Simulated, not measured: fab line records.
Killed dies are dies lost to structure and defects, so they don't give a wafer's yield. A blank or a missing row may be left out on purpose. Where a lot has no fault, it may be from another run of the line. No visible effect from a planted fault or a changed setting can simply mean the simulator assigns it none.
8D (eight disciplines) problem report, filled in by code / flow n5_finfet / the parts of the form that need people (team, actions taken, sign-off) are left out

1. PROBLEM STATEMENT
At N5_BEOL_M2_PECVD_72, susceptor_temp_C averages 404.05 C over 6 wafers from 2 lots, while fault-free wafers read 400.01 C, standard deviation 0.24. That is +17 standard deviations from the usual mean.
The step: deposits SiO2 from TEOS/O2, target thk 16 nm, time 18 s.
First seen on wafer L773.1, day 9 19:53, on pecvd-04. The record holds 32 wafers of 11 lots with a number at this step. The rule behind "out" and "out of limits": a value lying over 4 standard deviations away from the usual mean. The other wafers with a number count as sound.

2. WHAT THIS IS AND IS NOT
question=which readings at this step | is=susceptor_temp_C | is not=heater_power_w, showerhead_plenum_p_Torr
question=which lots | is=L773, L776 | is not=L762, L763, L764, L767, L774, L779, L780, L781, L785
question=which wafers of those lots | is=all that have a number | is not=-
question=read on which tools | is=pecvd-04 | is not=pecvd-01, pecvd-03
question=when | is=from day 9 19:53 | is not=up to then (12 sound wafers); but 14 sound wafers of L774, L779, L780, L781, L785 came after

3. WHAT RULES OUT EACH SUSPECT
Counting: a tool at a process step up to the reading stays a suspect if it ran every lot that is out and no sound lot after the first of them.
- pecvd-04 at N5_BEOL_M2_PECVD_72 (deposits SiO2 from TEOS/O2, target thk 16 nm, time 18 s): ruled out as a lasting fault. Following L773 (day 9 19:53), the first lot on it that is out, the sound lots L785 were run on it.
Left after counting: nothing in the record.

4. THE CAUSE (what the simulator had put in)
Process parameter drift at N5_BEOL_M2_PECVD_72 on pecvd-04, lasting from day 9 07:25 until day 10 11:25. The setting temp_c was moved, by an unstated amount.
Counting ruled it out, wrongly.

5. THE EFFECT CHAIN, in route order
One row per reading whose mean, taken over the struck wafers that have a number, lies over 3 standard deviations from the usual. Only readings for which the record gives a usual standard deviation are gone through. hours: the time from each lot's start at the first step in this table that gives one to its start at this step, as a median over the lots. sigmas: the change in usual standard deviations.
hours=0; step=N5_BEOL_M2_PECVD_72; reading=susceptor_temp_C; usual=400.01 C; on struck wafers=404.05; change=+4.04; sigmas=+17
Its process steps:
- N5_BEOL_M2_PECVD_72: deposits SiO2 from TEOS/O2, target thk 16 nm, time 18 s.
Later measuring or inspecting steps at which every struck wafer that the step has a row for has a number for every such reading, and none has moved that far: N5_BEOL_M4_RC_MEAS_101.

6. HOW IT WOULD HAVE BEEN CAUGHT EARLIER
The fault began at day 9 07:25; the first out-of-limits reading in this record came at day 9 19:53, 12 hours later.
